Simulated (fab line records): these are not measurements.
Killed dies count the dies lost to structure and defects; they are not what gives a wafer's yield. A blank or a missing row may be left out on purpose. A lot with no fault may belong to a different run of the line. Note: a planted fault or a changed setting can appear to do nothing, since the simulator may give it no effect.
Split-lot trial | flow n5 finfet | 39 wafers read across 7 lots, on a route 1938 steps long

== THE SPLIT ==
At N5_BEOL_M9_ETCH_62 (etches SOC in N2/H2, target depth 110 nm, overetch 22 nm, time 165 s), the setting time s was moved away from the recipe's 165 s on 12 of the 39 wafers read, by -47.1% to +42.5%. This setting was run at the recipe's value on the other wafers.

Reading taken at the split's own step.

== THE READING ==
SiARC_of_BEOL_M9_COAT_60.thk nm (the simulator's own value, which no gauge read), in nm, at N5_BEOL_M9_ETCH_62 (etches SOC in N2/H2, target depth 110 nm, overetch 22 nm, time 165 s). The file gives no usual value for it. Here, 27 wafers ran the recipe; their average is 23.5 nm with a standard deviation of 0.25 nm.

wafer  | tool, chamber at the split | time s as run, s | against the recipe | SiARC_of_BEOL_M9_COAT_60.thk nm, nm | against lot-mates on the recipe
L082.1 | rie diel-03, 0             | 165              | recipe             | 23.8                                | -
L082.2 | rie diel-03, 1             | 165              | recipe             | 23.6                                | -
L082.3 | rie diel-03, 1             | 165              | recipe             | 23.6                                | -
L082.4 | rie diel-03, 0             | 165              | recipe             | 23.8                                | -
L082.5 | rie diel-03, 0             | 165              | recipe             | 23.6                                | -
L082.6 | rie diel-03, 1             | 165              | recipe             | 23.6                                | -
L083.1 | rie diel-03, 2             | 165              | recipe             | 23.8                                | -
L083.2 | rie diel-03, 0             | 165              | recipe             | 23.8                                | -
L083.3 | rie diel-03, 1             | 165              | recipe             | 23.8                                | -
L083.4 | rie diel-03, 3             | 165              | recipe             | 23.2                                | -
L083.5 | rie diel-03, 0             | 165              | recipe             | 24                                  | -
L083.6 | rie diel-03, 3             | 165              | recipe             | 23.2                                | -
L085.1 | rie diel-03, 1             | 165              | recipe             | 23.6                                | -
L085.2 | rie diel-03, 3             | 93.45            | -43.4%             | 26.2                                | +2.5
L085.3 | rie diel-03, 2             | 93.45            | -43.4%             | 26.4                                | +2.7
L085.4 | rie diel-03, 0             | 165              | recipe             | 23.8                                | -
L085.5 | rie diel-03, 1             | 93.45            | -43.4%             | 26.4                                | +2.7
L085.6 | rie diel-03, 2             | 165              | recipe             | 23.6                                | -
L090.3 | rie diel-06, 3             | 165              | recipe             | 23.4                                | -
L090.5 | rie diel-06, 3             | 165              | recipe             | 23.4                                | -
L090.6 | rie diel-06, 0             | 165              | recipe             | 23.2                                | -
L093.1 | rie diel-03, 2             | 165              | recipe             | 23.4                                | -
L093.2 | rie diel-03, 1             | 235.2            | +42.5%             | 20.8                                | -2.5
L093.3 | rie diel-03, 3             | 165              | recipe             | 23                                  | -
L093.4 | rie diel-03, 0             | 235.2            | +42.5%             | 20.8                                | -2.5
L093.5 | rie diel-03, 3             | 235.2            | +42.5%             | 20.2                                | -3.1
L093.6 | rie diel-03, 2             | 165              | recipe             | 23.6                                | -
L094.1 | rie diel-03, 0             | 235.2            | +42.5%             | 21.2                                | -2.2
L094.2 | rie diel-03, 1             | 165              | recipe             | 23.6                                | -
L094.3 | rie diel-03, 2             | 235.2            | +42.5%             | 21                                  | -2.4
L094.5 | rie diel-03, 2             | 235.2            | +42.5%             | 21                                  | -2.4
L094.4 | rie diel-03, 3             | 165              | recipe             | 23.2                                | -
L094.6 | rie diel-03, 3             | 165              | recipe             | 23.4                                | -
L096.1 | rie diel-06, 2             | 87.21            | -47.1%             | 26.6                                | +3.3
L096.2 | rie diel-06, 1             | 87.21            | -47.1%             | 26.4                                | +3.1
L096.3 | rie diel-06, 0             | 165              | recipe             | 23.2                                | -
L096.4 | rie diel-06, 3             | 165              | recipe             | 23.4                                | -
L096.5 | rie diel-06, 1             | 165              | recipe             | 23.4                                | -
L096.6 | rie diel-06, 0             | 87.21            | -47.1%             | 26.4                                | +3.1

FIT RESULTS
A straight line over all 39 wafers: SiARC_of_BEOL_M9_COAT_60.thk nm changes by -0.0634 nm for each +1% of time s; r = -0.99; the points scatter about the line by 0.25 nm.
The same after taking each lot's own level away (the mean of its wafers on the recipe; 39 wafers): -0.062 nm for each +1%; r = -0.99; scatter 0.22 nm.
The reading moves by 2.9 nm for the largest change in time s, on that fit.
The lots' own levels span 23.33 to 23.67 nm, that is 1.4 times the standard deviation above.
Consequently the slope shifts little with the lot-to-lot level, the two slopes agreeing.
Check: +2.91 nm against its lot-mates is what the line predicts for one of the wafers moved furthest among these (-47.1%) when that wafer is left out of the fit. Against them it came out at +3.27 nm.

== THE OTHER SPLITS THESE WAFERS WENT THROUGH ==
Before the reading, these wafers also passed through other splits. Each is held against what the fit with the lots' levels taken away leaves over:
other split on the same wafers           | wafers away from the commonest value | r with SiARC_of_BEOL_M9_COAT_60.thk nm (lot level and that fit taken away)
N5_BEOL_M2_TRENCH_ETCH_37 target depth a | 15                                   | +0.09
N5_BEOL_M4_DESCUM_16 time s              | 15                                   | +0.05
N5_BEOL_M7_PECVD_70 time s               | 12                                   | -0.20

== THE WHOLE CHAIN: every reading that the file lists as answering this split, in the file's order ==
step               | what it does                                                         | reading                                                                          | change (the file's fit)                                                              | r (the file's)
N5_BEOL_M9_ETCH_62 | etches SOC in N2/H2, target depth 110 nm, overetch 22 nm, time 165 s | etch.depth nm (the simulator's own value, which no gauge read)                   | not straight: 70.47 at the lowest setting, 100.1 at the recipe, 99.96 at the highest | not given
N5_BEOL_M9_ETCH_62 | etches SOC in N2/H2, target depth 110 nm, overetch 22 nm, time 165 s | SiARC_of_BEOL_M9_COAT_60.thk nm (the simulator's own value, which no gauge read) | -0.062 nm for each +1% of the setting                                                | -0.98

== FILE'S OWN FIT ==
SiARC_of_BEOL_M9_COAT_60.thk nm changes by -0.062 nm for each +1% of time s, r = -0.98.
